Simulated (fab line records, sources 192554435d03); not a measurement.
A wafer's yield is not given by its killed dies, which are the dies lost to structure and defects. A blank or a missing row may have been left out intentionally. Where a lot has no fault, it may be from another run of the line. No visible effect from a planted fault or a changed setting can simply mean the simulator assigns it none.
Matching of chambers :: flow n5-finfet :: rie-diel-01 running N5_BEOL_M8_VIA_ETCH_34: 4 sister chambers
The step etches SiCOH lowk in C4F6/O2, target depth 125.5 nm, time 50.5 s. 8 wafers are shown with their chamber, then 9 later ones without.

== WAFERS WITH THEIR CHAMBER ==
wafer: L078.4
chamber: 1
showerhead-plenum-p-Torr (Torr): 2.74
throttle-valve-pct (%): 21.16

wafer: L078.6
chamber: 3
showerhead-plenum-p-Torr (Torr): 2.97
throttle-valve-pct (%): 21.29

wafer: L081.2
chamber: 0
showerhead-plenum-p-Torr (Torr): 2.90
throttle-valve-pct (%): 20.73

wafer: L081.4
chamber: 1
showerhead-plenum-p-Torr (Torr): 2.74
throttle-valve-pct (%): 21.17

wafer: L081.6
chamber: 2
showerhead-plenum-p-Torr (Torr): 3.00
throttle-valve-pct (%): 20.45

wafer: L085.1
chamber: 2
showerhead-plenum-p-Torr (Torr): 2.99
throttle-valve-pct (%): 20.48

wafer: L085.2
chamber: 0
showerhead-plenum-p-Torr (Torr): 2.90
throttle-valve-pct (%): 20.74

wafer: L085.4
chamber: 3
showerhead-plenum-p-Torr (Torr): 2.96
throttle-valve-pct (%): 21.31

== WAFERS WHOSE CHAMBER IS MISSING ==
wafer: L089.1
showerhead-plenum-p-Torr (Torr): 2.73
throttle-valve-pct (%): 21.21

wafer: L089.4
showerhead-plenum-p-Torr (Torr): 2.73
throttle-valve-pct (%): 21.23

wafer: L089.6
showerhead-plenum-p-Torr (Torr): 2.89
throttle-valve-pct (%): 20.77

wafer: L091.3
showerhead-plenum-p-Torr (Torr): 2.73
throttle-valve-pct (%): 21.22

wafer: L091.4
showerhead-plenum-p-Torr (Torr): 2.99
throttle-valve-pct (%): 20.48

wafer: L091.6
showerhead-plenum-p-Torr (Torr): 2.89
throttle-valve-pct (%): 20.77

wafer: L097.3
showerhead-plenum-p-Torr (Torr): 2.95
throttle-valve-pct (%): 21.35

wafer: L097.4
showerhead-plenum-p-Torr (Torr): 2.72
throttle-valve-pct (%): 21.23

wafer: L097.6
showerhead-plenum-p-Torr (Torr): 2.95
throttle-valve-pct (%): 21.35

== THE CHAMBER EACH PASSED THROUGH ==
wafer: L089.1
from the rows above: 1
in truth: 1

wafer: L089.4
from the rows above: 1
in truth: 1

wafer: L089.6
from the rows above: 0
in truth: 0

wafer: L091.3
from the rows above: 1
in truth: 1

wafer: L091.4
from the rows above: 2
in truth: 2

wafer: L091.6
from the rows above: 0
in truth: 0

wafer: L097.3
from the rows above: 3
in truth: 3

wafer: L097.4
from the rows above: 1
in truth: 1

wafer: L097.6
from the rows above: 3
in truth: 3
Correctly placed: 9 of 9. Can't be placed from these rows: 0. Placed wrongly: 0.
How it was worked out, from the rows above alone: a wafer's distance from a chamber is the root of the sum, over the readings, of the square of ((its reading less the chamber's mean) divided by the reading's scatter). If the next closest chamber is less than 2 further off than the closest, the wafer can't be placed; otherwise it belongs to the closest. For every chamber, the mean is computed from those of its wafers that are shown. The scatter: the root of (the sum of the squares of (reading less its chamber's mean) over the shown wafers, divided by (wafers less chambers)).
